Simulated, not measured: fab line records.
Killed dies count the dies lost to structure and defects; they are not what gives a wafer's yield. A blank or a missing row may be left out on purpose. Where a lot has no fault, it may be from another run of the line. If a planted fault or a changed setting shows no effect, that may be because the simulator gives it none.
fab line records	flow nand-harc
[record] lots = 6	wafers = 18	last-day = 35
route steps=1302 shown P_GATE@146 END@1302
lots with no fault: from the same line, run without faults
start-h: start of the lot's first displayed wafer, in hours after the record's first day	wait-h: hours elapsed since this lot's preceding step	" unchanged from the row above	L1.1+2: several wafers, shown together as one row	- no value present, or no start provided	* or withheld: withheld	< > ~ a bound
route shown NAME@n: names a module that has steps shown in the file, with the first one's number in the route	usual: mean/standard deviation taken from wafers without a fault	same: alike in all rows	chamber/n: place in a boat	sites: the reading at each site	_std_site: the values' standard deviation	_edge_site: inner sites' mean taken away from outer sites' mean	radius-mm: how far each site lies from the wafer's centre	mask NAME#n: copy n	behind: the most recent tool/chamber to have shaped the wafer	hold: cause of the lot's hold/its duration in hours/its outcome	device: the transistor (n, p or np) that didn't switch	end of line: the same wafers' tests at the end of the route	step lacking rows: just its recipe	killed: count of dies lost to structure and defects at first sort (not the wafer's yield)	map: a wafer's dies, x killed, . not, _ none there
set.NAME: the setting that was run; set.NAME@STEP: the one run at that earlier step	model.NAME: the simulator's own value behind a step, which no gauge read
certain route steps with their lots: each step a table, each wafer a row
services: a tool's chamber out of use, with start hour (start-h, from the record's first day; less than 0 if before it), hours out, and reason
[[steps]]
[step NHARC_P_GATE_HM_OPEN_105]
[recipe] target-depth-a = 3600	o2-flow-sccm = 400	cos-flow-sccm = 20	ar-flow-sccm = 0	rf-w = 500	bias-w = 300	chemistry = O2/COS
[usual] drypump-motor-current-A = 5.8/0.35	oes-product-au = 0.998/0.0091	rf-vpp-V = 467/3.1	showerhead-plenum-p-Torr = 3.11/0.14	throttle-valve-pct = 28.330/0.01
lot.wafer	tool	chamber	start-h	wait-h	drypump-motor-current-A	oes-product-au	rf-hours-counter-h	rf-vpp-V	showerhead-plenum-p-Torr	throttle-valve-pct
L724.4	rie-diel-03	0	-	-	5.3	0.996	1.7	462	2.92	28.337
L724.5	"	1	"	"	6.1	0.997	-	468	3.25	28.315
L724.6	"	2	"	"	5.6	0.999	-	465	3.03	28.331
L726.3	rie-diel-10	3	-	-	5.9	1.005	5.0	470	3.28	28.336
L726.4	"	1	"	"	6.0	1.007	5.6	465	3.04	28.334
L726.6	"	0	"	"	6.4	0.999	-	469	3.23	28.317
L728.4	rie-diel-06	1	-	-	5.5	0.987	2.2	470	3.27	28.340
L728.3	"	3	"	"	5.3	0.996	2.4	469	3.22	28.336
L728.5	"	2	"	"	5.9	0.993	-	467	3.10	28.338
L730.1	rie-diel-10	2	-	-	5.7	0.998	6.2	463	2.93	28.345
L730.3	"	1	"	"	6.0	1.001	6.3	465	3.04	28.314
L730.5	"	2	"	"	5.7	0.998	-	464	2.93	28.341
L740.1	rie-diel-03	3	-	-	5.9	0.988	0.2	462	2.92	28.313
L740.3	"	1	"	"	6.1	0.990	0.1	470	3.24	28.342
L740.6	"	2	"	"	5.5	1.000	-	466	3.02	28.320
L743.1	rie-diel-03	3	-	-	5.9	0.976	2.2	462	2.92	28.338
L743.6	"	2	"	"	5.6	0.994	-	466	3.02	28.328
L743.5	"	3	"	"	5.9	0.992	-	463	2.92	28.318
[step NHARC_P_GATE_STRIP_106]
[recipe] o2-flow-sccm = 400	cos-flow-sccm = 20	ar-flow-sccm = 0	bias-w = 0	chemistry = O2/COS
[step NHARC_P_GATE_ETCH_114]
[recipe] target-depth-a = 300	overetch-a = 30	time-s = 16.5	ion-energy-ev = 100	cf4-flow-sccm = 80	o2-flow-sccm = 20	ar-flow-sccm = 0	rf-w = 300	bias-w = 100	chemistry = CF4/O2
[step NHARC_P_GATE_ETCH_32]
[recipe] target-depth-a = 1500	over-etch-frac = 1	over-etch-ion-energy-ev = 40	time-s = 100.1	hbr-flow-sccm = 150	cl2-flow-sccm = 50	rf-w = 400	icp-w = 400	bias-w = 100	chemistry = HBr/Cl2
[usual] drypump-motor-current-A = 5.8/0.54	oes-product-au = 0.997/0.012	throttle-valve-pct = 26.405/0.0085
lot.wafer	tool	chamber	start-h	wait-h	drypump-motor-current-A	oes-product-au	rf-hours-counter-h	throttle-valve-pct
L724.4	rie-si-06	0	135.78	-	6.0	0.986	0.4	26.402
L724.5	"	3	"	"	6.3	1.002	-	26.393
L724.6	"	0	"	"	6.0	0.983	-	26.400
L726.3	rie-si-06	0	158.46	-	6.0	0.986	0.7	26.394
L726.4	"	1	"	"	4.8	1.007	0.6	26.403
L726.6	"	3	"	"	6.3	0.990	-	26.391
L728.4	rie-si-01	1	188.52	-	6.1	0.994	0.9	26.420
L728.3	"	3	"	"	5.9	1.017	1.0	26.406
L728.5	"	0	"	"	6.1	0.998	-	26.399
L730.1	rie-si-06	0	200.63	-	6.0	0.987	0.9	26.406
L730.3	"	2	"	"	5.7	0.989	0.9	26.427
L730.5	"	0	"	"	6.0	0.984	-	26.398
L740.1	rie-si-06	3	296.39	-	6.3	0.982	0.3	26.415
L740.3	"	1	"	"	4.8	0.983	0.3	26.400
L740.6	"	3	"	"	6.3	0.982	-	26.392
L743.1	rie-si-05	3	329.78	-	5.6	0.998	0.1	26.403
L743.5	"	3	"	"	5.5	0.995	-	26.399
L743.6	"	0	"	"	5.3	0.987	-	26.404
[step NHARC_P_GATE_STRIP_108]
[recipe] o2-flow-sccm = 500	ar-flow-sccm = 0	bias-w = 0	chemistry = O2
[step NHARC_P_GATE_CD_MEAS_33]
[usual] cd-nm = 121/3.1
lot.wafer	tool	chamber	start-h	wait-h	cd-nm
L724.4	cd-sem-01	-	136.14	0.1	120
L724.5	"	-	"	"	123
L724.6	"	-	"	"	124
L726.3	cd-sem-03	-	158.77	-	120
L726.4	"	-	"	"	126
L726.6	"	-	"	"	117
L728.3	cd-sem-03	-	188.85	-	117
L728.4	"	-	"	"	120
L728.5	"	-	"	"	116
L730.1	cd-sem-01	-	200.97	-	120
L730.3	"	-	"	"	125
L730.5	"	-	"	"	120
L740.1	cd-sem-03	-	296.75	0.2	123
L740.3	"	-	"	"	124
L740.6	"	-	"	"	125
L743.1	cd-sem-03	-	330.13	-	119
L743.5	"	-	"	"	118
L743.6	"	-	"	"	124
[step NHARC_P_GATE_STRIP_35]
[recipe] time-s = 600	temp-c = 130	chemistry = SPM
[step NHARC_P_GATE_PRECLEAN_73]
[recipe] time-s = *	temp-c = 50	bath-age-min = 0	chemistry = SC1
[step NHARC_P_GATE_SRD_74]
[step NHARC_P_GATE_ALD_36]
[recipe] target-thk-a = 200	pulse-time-s = 60	ald-cycles = 223	temp-c = 400	material = SiNx
[step NHARC_P_GATE_ETCHBACK_37]
[recipe] target-depth-a = 345	time-s = 17.2	chf3-flow-sccm = 50	o2-flow-sccm = 10	ar-flow-sccm = 200	rf-w = 500	bias-w = 200	chemistry = CHF3/O2
[usual] drypump-motor-current-A = 5.7/0.34	oes-product-au = 0.95/0.034	rf-vpp-V = 370.6/2.5	showerhead-plenum-p-Torr = 2.40/0.1	throttle-valve-pct = 20.573/0.0096
lot.wafer	tool	chamber	start-h	wait-h	drypump-motor-current-A	oes-product-au	rf-hours-counter-h	rf-vpp-V	showerhead-plenum-p-Torr	throttle-valve-pct
L724.4	rie-diel-06	2	-	-	6.0	0.98	0.0	370.7	2.38	20.587
L724.6	"	1	"	"	5.5	0.98	-	372.5	2.52	20.569
L724.5	"	2	"	"	5.9	1.00	-	371.4	2.38	20.573
L726.3	rie-diel-06	3	-	-	5.3	0.99	1.6	369.9	2.48	20.579
L726.4	"	0	"	"	5.2	1.00	1.6	371.9	2.49	20.568
L726.6	"	3	"	"	5.3	0.97	-	372.7	2.48	20.565
L728.3	rie-diel-10	1	-	-	6.0	0.93	6.2	369.2	2.34	20.570
L728.4	"	3	"	"	5.9	0.92	6.7	372.7	2.53	20.584
L728.5	"	1	"	"	6.0	0.93	-	369.2	2.34	20.574
L730.1	rie-diel-06	1	-	-	5.5	0.91	5.4	372.1	2.52	20.590
L730.3	"	3	"	"	5.3	0.92	-	372.2	2.48	20.583
L730.5	"	1	"	"	5.5	0.92	-	372.4	2.52	20.568
L740.1	rie-diel-10	3	-	-	5.9	0.93	3.7	374.7	2.53	20.573
L740.3	"	0	"	"	6.4	0.92	4.0	372.1	2.48	20.584
L740.6	"	3	"	"	5.9	0.93	-	373.3	2.52	20.565
L743.1	rie-diel-06	3	-	-	5.3	0.99	2.6	371.3	2.48	20.581
L743.5	"	0	"	"	5.3	1.01	-	372.3	2.49	20.567
L743.6	"	1	"	"	5.5	0.98	-	373.2	2.51	20.556
[step NHARC_P_GATE_STRIP_101]
[recipe] time-s = 20	o2-flow-sccm = 500	ar-flow-sccm = 0	bias-w = 0	chemistry = O2
[step NHARC_P_GATE_PRECLEAN_97]
[recipe] time-s = 600	temp-c = 120	chemistry = SPM
lot.wafer	tool	chamber	start-h	wait-h
L724.6+4+5	wet-bench-06	3,4,5	146.38	-
L726.6+3+4	wet-bench-05	4,7,0	170.94	-
L728.5+3+4	wet-bench-05	3,6,7	199.02	-
L730.1+3+5	wet-bench-05	6,7,3	211.18	0.1
L740.6+3+1	wet-bench-06	7,1,2	307.05	-
L743.1+5+6	wet-bench-01	4,6,0	340.29	-
[step NHARC_P_GATE_SRD_98]
[step NHARC_P_GATE_PRECLEAN_99]
[recipe] time-s = *	temp-c = 50	bath-age-min = 0	chemistry = SC1
[step NHARC_P_GATE_SRD_100]
[step NHARC_P_GATE_DEHYDRATE_38]
[recipe] temp-c = 150	time-s = 120
[step NHARC_P_GATE_HMDS_39]
[recipe] time-s = 30
[step NHARC_P_GATE_COAT_40]
[recipe] spin-rpm = 3000
[step NHARC_P_GATE_SOFTBAKE_41]
[recipe] temp-c = 122	time-s = 95
[step NHARC_P_GATE_EBR_42]
[step NHARC_P_GATE_EXPOSE_43]
[recipe] na = 0.6	target-cd-nm = 720	dose-mj = 14.81	mask-id = P_NSD
[step NHARC_P_GATE_PEB_44]
[recipe] peb-temp-c = 118	peb-time-s = 85
[step NHARC_P_GATE_DEVELOP_45]
[recipe] time-s = 70
[step NHARC_P_GATE_CD_MEAS_46]
[recipe] target-cd-nm = 720	landing-energy-ev = 500
[usual] cd-nm = 719.9/1.6
lot.wafer	tool	chamber	start-h	wait-h	cd-nm
L724.4	cd-sem-03	0	147.27	-	718.7
L724.5	"	0	"	"	718.5
L724.6	"	0	"	"	720.8
L726.3	cd-sem-03	0	171.65	-	718.9
L726.4	"	0	"	"	720.9
L726.6	"	0	"	"	720.9
L728.3	cd-sem-01	0	199.72	-	720.9
L728.4	"	0	"	"	721.2
L728.5	"	0	"	"	719.0
L730.1	cd-sem-02	0	212.01	-	718.9
L730.3	"	0	"	"	720.1
L730.5	"	0	"	"	718.8
L740.1	cd-sem-01	0	307.86	-	718.5
L740.3	"	0	"	"	716.6
L740.6	"	0	"	"	719.7
L743.1	cd-sem-01	0	340.98	-	720.6
L743.5	"	0	"	"	721.8
L743.6	"	0	"	"	719.8
[step NHARC_P_GATE_HARDBAKE_47]
[recipe] temp-c = 125	time-s = 80
[step NHARC_P_GATE_DESCUM_48]
[recipe] time-s = 3	o2-flow-sccm = 200	ar-flow-sccm = 0	bias-power-w = 0	chemistry = O2
[usual] drypump-motor-current-A = 5.8/0.34	oes-product-au = 0.997/0.0097	rf-vpp-V = 57.6/0.77	showerhead-plenum-p-Torr = 1.89/0.093	throttle-valve-pct = 11.311/0.0083
[same] bias-power-w = 0
lot.wafer	tool	chamber	start-h	wait-h	drypump-motor-current-A	oes-product-au	rf-hours-counter-h	rf-vpp-V	showerhead-plenum-p-Torr	throttle-valve-pct
L724.6	rie-diel-10	1	147.47	-	6.0	1.005	-	57.9	1.86	11.317
L724.4	"	2	"	"	5.7	0.994	-	58.0	1.79	11.324
L724.5	"	0	"	"	6.4	1.016	-	58.1	1.99	11.309
L726.4	rie-diel-06	0	171.81	-	5.3	1.000	1.6	57.8	1.99	11.306
L726.3	"	1	"	"	5.5	0.985	1.3	57.2	2.01	11.306
L726.6	"	0	"	"	5.2	1.006	-	57.1	1.99	11.308
L728.4	rie-diel-06	3	199.87	-	5.3	1.002	3.7	56.3	1.98	11.310
L728.3	"	0	"	"	5.3	1.010	4.7	57.9	1.99	11.302
L728.5	"	3	"	"	5.3	1.001	-	58.2	1.98	11.309
L730.3	rie-diel-10	1	212.17	-	6.0	0.994	6.9	58.3	1.86	11.311
L730.1	"	2	"	"	5.7	1.011	6.9	58.1	1.79	11.312
L730.5	"	1	"	"	6.0	1.000	-	58.4	1.86	11.307
L740.1	rie-diel-03	3	308.02	-	5.8	0.979	1.2	57.4	1.78	11.322
L740.3	"	0	"	"	5.3	1.002	1.2	57.5	1.78	11.315
L740.6	"	1	"	"	6.1	0.989	-	57.8	1.99	11.312
L743.1	rie-diel-03	3	341.15	-	5.8	0.988	2.5	57.6	1.78	11.295
L743.5	"	2	"	"	5.6	0.998	-	57.4	1.85	11.306
L743.6	"	3	"	"	5.9	0.989	-	56.9	1.78	11.312
[step NHARC_P_GATE_IMPLANT_49]
[recipe] energy-kev = 30	dose-cm2 = 3e+15	tilt-deg = 7
[step NHARC_P_GATE_STRIP_111]
[recipe] power-w = 1500	temp-c = 110	time-s = 250	chemistry = N2/H2
[step NHARC_P_GATE_STRIP_75]
[recipe] power-w = 1500	temp-c = 250	chemistry = O2
[usual] drypump-motor-current-A = 5.5/0.52	heater-power-w = 347/16
lot.wafer	tool	chamber	start-h	wait-h	drypump-motor-current-A	heater-power-w	rf-hours-counter-h
L724.4	plasma-asher-01	1	148.13	0.2	6.2	349	-
L724.5	"	1	"	"	6.2	354	-
L724.6	"	0	"	"	5.7	342	-
L726.4	plasma-asher-02	1	172.49	0.2	5.2	318	-
L726.3	"	0	"	"	4.8	356	-
L726.6	"	0	"	"	4.8	353	-
L728.4	plasma-asher-02	1	200.56	0.2	5.2	323	-
L728.3	"	0	"	"	4.8	361	-
L728.5	"	1	"	"	5.2	330	-
L730.1	plasma-asher-02	0	212.84	0.3	4.8	360	27
L730.3	"	1	"	"	5.2	323	-
L730.5	"	1	"	"	5.2	320	-
L740.1	plasma-asher-02	1	308.72	0.3	5.2	359	11
L740.3	"	0	"	"	4.8	348	-
L740.6	"	1	"	"	5.2	346	-
L743.1	plasma-asher-01	0	341.85	0.2	5.7	342	35
L743.5	"	1	"	"	6.2	363	-
L743.6	"	0	"	"	5.7	340	-
[step NHARC_P_GATE_STRIP_50]
[recipe] time-s = 900	temp-c = 130	chemistry = SPM
[step NHARC_P_GATE_DEHYDRATE_51]
[recipe] temp-c = 150	time-s = 120
[step NHARC_P_GATE_HMDS_52]
[recipe] time-s = 30
[step NHARC_P_GATE_COAT_53]
[recipe] spin-rpm = 3000
[step NHARC_P_GATE_SOFTBAKE_54]
[recipe] temp-c = 122	time-s = 95
[step NHARC_P_GATE_EBR_55]
[step NHARC_P_GATE_EXPOSE_56]
[recipe] na = 0.6	target-cd-nm = 720	dose-mj = 14.81	mask-id = P_PSD
[step NHARC_P_GATE_PEB_57]
[recipe] peb-temp-c = 118	peb-time-s = 85
[step NHARC_P_GATE_DEVELOP_58]
[recipe] time-s = 70
[step NHARC_P_GATE_CD_MEAS_59]
[recipe] target-cd-nm = 720	landing-energy-ev = 500
[usual] cd-nm = 719.4/1.5
lot.wafer	tool	chamber	start-h	wait-h	cd-nm
L724.4	cd-sem-03	0	149.09	-	718.0
L724.5	"	0	"	"	719.3
L724.6	"	0	"	"	718.9
L726.3	cd-sem-01	0	173.40	-	720.4
L726.4	"	0	"	"	719.3
L726.6	"	0	"	"	717.8
L728.3	cd-sem-01	0	201.47	-	718.1
L728.4	"	0	"	"	719.2
L728.5	"	0	"	"	718.2
L730.1	cd-sem-03	0	213.78	-	716.9
L730.3	"	0	"	"	717.9
L730.5	"	0	"	"	718.3
L740.1	cd-sem-02	0	309.52	-	717.6
L740.3	"	0	"	"	718.3
L740.6	"	0	"	"	718.9
L743.1	cd-sem-02	0	342.65	-	720.8
L743.5	"	0	"	"	718.7
L743.6	"	0	"	"	719.1
[step NHARC_P_GATE_HARDBAKE_60]
[recipe] temp-c = 125	time-s = 80
[step NHARC_P_GATE_DESCUM_61]
[recipe] time-s = 3	o2-flow-sccm = 200	ar-flow-sccm = 0	bias-power-w = 0	chemistry = O2
[step NHARC_P_GATE_INSPECT_68]
[usual] raw-defect-count = 230/120
lot.wafer	tool	chamber	start-h	wait-h	raw-defect-count
L724.4	defect-inspect-01	-	153.92	0.1	268
L724.5	"	-	"	"	339
L724.6	"	-	"	"	272
L726.3	defect-inspect-01	-	178.22	0.1	153
L726.4	"	-	"	"	144
L726.6	"	-	"	"	117
L728.3	defect-inspect-02	-	206.12	0.1	617
L728.4	"	-	"	"	722
L728.5	"	-	"	"	818
L730.1	defect-inspect-01	-	218.72	0.2	613
L730.3	"	-	"	"	563
L730.5	"	-	"	"	570
L740.1	defect-inspect-01	-	314.17	0.2	580
L740.3	"	-	"	"	939
L740.6	"	-	"	"	521
L743.1	defect-inspect-01	-	347.42	0.2	194
L743.5	"	-	"	"	172
L743.6	"	-	"	"	142
[step NHARC_END_SORT_01]
[recipe] temp-c = 25
[usual] killed-at-array = 62/22	killed-at-other = 1.0/1.4	killed-at-periphery = 4.2/2.8	killed-dies = 67/23	killed-open = 3.1/1.7	killed-short = 2.1/1.5
[same] gross-dies = 677
lot.wafer	tool	chamber	start-h	wait-h	killed-at-array	killed-at-other	killed-at-periphery	killed-dies	killed-open	killed-short
L724.4	prober-02	0	598.03	3.4	41	4	3	48	4	1
L724.5	prober-02	0	598.83	3.7	30	2	6	38	3	1
L724.6	prober-02	0	599.64	4.0	32	2	2	36	3	3
L726.3	prober-02	0	630.12	3.1	83	5	3	91	8	1
L726.4	prober-02	0	630.93	3.4	85	2	5	92	2	0
L726.6	prober-02	0	632.55	4.0	108	1	0	109	4	1
L728.3	prober-02	0	655.49	3.1	72	1	35	108	3	1
L728.4	prober-02	0	656.29	3.4	83	1	58	142	1	4
L728.5	prober-02	0	657.08	3.7	82	2	78	162	0	3
L730.1	prober-02	0	661.64	2.5	62	0	37	99	1	1
L730.3	prober-02	0	663.25	3.1	55	0	54	109	2	3
L730.5	prober-02	0	664.85	3.7	46	2	77	125	4	2
// killed by level:class
L724.4 A_STAIRCASE:chamber-film-flake=13 A_CHANNEL_HOLE_D2:chamber-film-flake=12 A_CHANNEL_HOLE_D1:chamber-film-flake=5 THIN_TSV:chamber-film-flake=4 A_CONTACT:chamber-film-flake=3 A_ONON_D1:geometric-particle:open=1 A_DECK1_JOINT:geometric-particle:open=1 A_ONON_D2:geometric-particle:open=1
L724.5 A_CHANNEL_HOLE_D2:chamber-film-flake=12 A_STAIRCASE:chamber-film-flake=7 A_CONTACT:chamber-film-flake=5 A_CHANNEL_HOLE_D1:chamber-film-flake=4 P_GATE:chamber-film-flake=3 THIN_TSV:chamber-film-flake=2 P_GATE:geometric-particle:open=1 P_M0:geometric-particle:open=1
L724.6 A_CHANNEL_HOLE_D2:chamber-film-flake=10 A_STAIRCASE:chamber-film-flake=8 A_CHANNEL_HOLE_D1:chamber-film-flake=4 P_GATE:chamber-film-flake=2 THIN_TSV:chamber-film-flake=2 A_CHANNEL_FILL_D1:geometric-particle:short=1 A_DECK1_JOINT:geometric-particle:open=1 A_DECK1_JOINT:geometric-particle:short=1
L726.3 A_CHANNEL_HOLE_D1:chamber-film-flake=32 A_SLIT:chamber-film-flake=21 A_CHANNEL_HOLE_D2:chamber-film-flake=7 A_WL_FILL:chamber-film-flake=4 THIN_TSV:chamber-film-flake=4 A_STAIRCASE:chamber-film-flake=3 A_ZERO_WELL:chamber-film-flake=3 A_CHANNEL_FILL_D1:chamber-film-flake=3
L726.4 A_CHANNEL_HOLE_D1:chamber-film-flake=35 A_SLIT:chamber-film-flake=29 A_CHANNEL_HOLE_D2:chamber-film-flake=6 A_WL_FILL:chamber-film-flake=6 P_ZERO_WELL:chamber-film-flake=3 A_CHANNEL_FILL_D1:chamber-film-flake=3 A_STAIRCASE:chamber-film-flake=3 A_DECK1_JOINT:chamber-film-flake=2
L726.6 A_SLIT:chamber-film-flake=36 A_CHANNEL_HOLE_D1:chamber-film-flake=34 A_CHANNEL_HOLE_D2:chamber-film-flake=16 A_STAIRCASE:chamber-film-flake=12 A_ZERO_WELL:chamber-film-flake=2 A_ONON_D1:geometric-particle:open=1 A_CHANNEL_FILL_D1:geometric-particle:short=1 A_STAIRCASE:geometric-particle:open=1
L728.3 P_GATE:unspecified=32 A_SLIT:chamber-film-flake=28 A_CHANNEL_HOLE_D2:chamber-film-flake=20 A_CHANNEL_HOLE_D1:chamber-film-flake=14 A_CONTACT:chamber-film-flake=4 A_CHANNEL_FILL_D2:chamber-film-flake=2 A_WL_FILL:chamber-film-flake=2 P_M0:geometric-particle:open=1
L728.4 P_GATE:unspecified=56 A_SLIT:chamber-film-flake=32 A_CHANNEL_HOLE_D1:chamber-film-flake=29 A_CHANNEL_HOLE_D2:chamber-film-flake=14 A_CONTACT:chamber-film-flake=4 P_ZERO_WELL:chamber-film-flake=2 A_ONON_D2:geometric-particle:short=1 A_CHANNEL_FILL_D2:geometric-particle:short=1
L728.5 P_GATE:unspecified=76 A_SLIT:chamber-film-flake=31 A_CHANNEL_HOLE_D1:chamber-film-flake=29 A_CHANNEL_HOLE_D2:chamber-film-flake=10 A_CONTACT:chamber-film-flake=7 THIN_TSV:chamber-film-flake=2 P_STI:geometric-particle:short=1 A_ONON_D1:geometric-particle:short=1
L730.1 P_GATE:unspecified=34 A_CHANNEL_HOLE_D1:chamber-film-flake=30 A_CHANNEL_HOLE_D2:chamber-film-flake=21 A_CONTACT:chamber-film-flake=6 A_DECK1_JOINT:chamber-film-flake=2 P_CONTACT:geometric-particle:open=1 A_WL_FILL:geometric-particle:short=1 P_STI:chamber-film-flake=1
L730.3 P_GATE:unspecified=52 A_CHANNEL_HOLE_D1:chamber-film-flake=24 A_CHANNEL_HOLE_D2:chamber-film-flake=18 A_CONTACT:chamber-film-flake=4 A_DECK1_JOINT:chamber-film-flake=2 A_WL_FILL:chamber-film-flake=2 A_DECK1_JOINT:geometric-particle:short=1 A_ONON_D2:geometric-particle:short=1
L730.5 P_GATE:unspecified=76 A_CHANNEL_HOLE_D1:chamber-film-flake=16 A_CHANNEL_HOLE_D2:chamber-film-flake=13 A_STAIRCASE:chamber-film-flake=4 A_CONTACT:chamber-film-flake=4 A_M1:chamber-film-flake=2 THIN_TSV:chamber-film-flake=2 P_M1:geometric-particle:open=1
// map L728.5 (x killed, . not)
____________.____________
_________......._________
_______..x........_______
______xxx........x.______
_____.xxx..........._____
____.xxxxxx.x........____
____.xxxxxx..........____
___..xxxx.............___
___.xx.xx.............___
__..x.xx.........x.....__
__..............x..x.x.__
_....x............x...x._
_................xxxxx.._
_..............x.xxxxxxx_
_...............xxxxxxx._
_...............xxxxxxxx_
................xxxxxxx..
..............x.xxxxxxx..
.....x..x.....x.xxxxxxxx.
................xxxxxxx..
................xxxxxxx..
_................xxxxx.._
_...................x..._
_.................x...x._
_........x..........x..._
_..........x............_
__...................x.__
__......x...x..........__
___....xx.xx..........___
___...x.xxxxx.x.......___
____....xxxxxx.......____
____...x.xxx.x.......____
_____..xxxxxx.x....._____
______..x..xx.x....______
_______..xxxxx...._______
_________.xx..x._________
____________.____________
// map L730.5 (x killed, . not)
____________.____________
_________......._________
_______..........._______
______.............______
_____..x............_____
____........x........____
____.........x..x....____
___..................x___
___....x..x.........xx___
__................x....__
__...............x..xx.__
_..........x.....x.xxxx._
_..............xxxxxxxxx_
_................xxxxxx._
_.............x.xxxxxxxx_
_.......x..x....xxxxxxxx_
.x........xx...xxxxxxxxx.
....x...xx.....xxxxxxxxxx
.x.....x..xx....xxxxxxxx.
.........xx...x.xxxxxx.xx
........xx.....x.xxxxxxx.
_......x.xx......x.xx..._
_................xx.xx.._
_...............x..x...._
_......................._
_.....x................._
__.....................__
__..................x..__
___...................___
___...................___
____.................____
____.................____
_____..............._____
______.............______
_______..........._______
_________......._________
____________.____________
[[services]]
tool	chamber	start-h	hours	kind
rie-si-06	1	112.89	1.2	repair
rie-diel-10	0	123.74	16.0	repair
rie-diel-06	-	130.20	9.0	pm
rie-diel-10	3	143.60	7.4	repair
rie-diel-10	1	167.77	4.6	repair
rie-si-06	1	201.71	6.7	repair
rie-diel-06	0	201.94	10.2	repair
rie-diel-06	2	206.83	4.9	repair
rie-diel-06	-	208.47	0.6	repair
rie-diel-03	0	213.28	5.7	repair
rie-diel-03	1	214.60	5.0	repair
rie-diel-10	1	229.23	3.6	repair
rie-si-06	2	231.72	42.9	repair
rie-diel-10	-	242.52	9.0	pm
plasma-asher-02	-	249.00	9.0	pm
rie-si-06	-	249.00	9.0	pm
rie-diel-03	-	253.51	0.7	repair
wet-bench-05	-	260.80	8.0	pm
rie-diel-10	3	268.98	4.8	repair
rie-diel-03	-	281.30	9.0	pm
rie-diel-10	1	288.83	10.4	repair
rie-diel-03	3	296.53	3.5	repair
rie-diel-03	2	304.64	5.4	repair
rie-diel-06	-	307.20	9.0	pm
[[key]]
[first-sign] step = NHARC_P_GATE_INSPECT_68	reading = raw-defect-count	direction = up	sigmas = 3.6	usual = 230	struck = 650
[effect] step = NHARC_END_SORT_01	reading = killed-at-periphery	direction = up	sigmas = 19	usual = 4.2	struck = 56.5
[more-kills-born-at] NHARC_P_GATE_PRECLEAN_97@wet-bench-05 = 326
met-at NHARC_P_GATE_PRECLEAN_97
struck-wafers L728.3,L728.4,L728.5,L730.1,L730.3,L730.5
tester-left-out L728,L730
onset-between 170.94 199.02
[fault] kind = chamber-particle-source	tool = wet-bench-05	chamber = -	onset-h = 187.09	steps = NHARC_P_GATE_PRECLEAN_97	rate-per-visit-cm2 = 0.68799	end-h = 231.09
// tester-left-out: of these lots the tester's yield and bins aren't shown, on N5 and GAA mostly nor the transistor test; their killed dies are dies lost to structure and defects alone, not to doping, threshold or leakage, so they don't give the yield
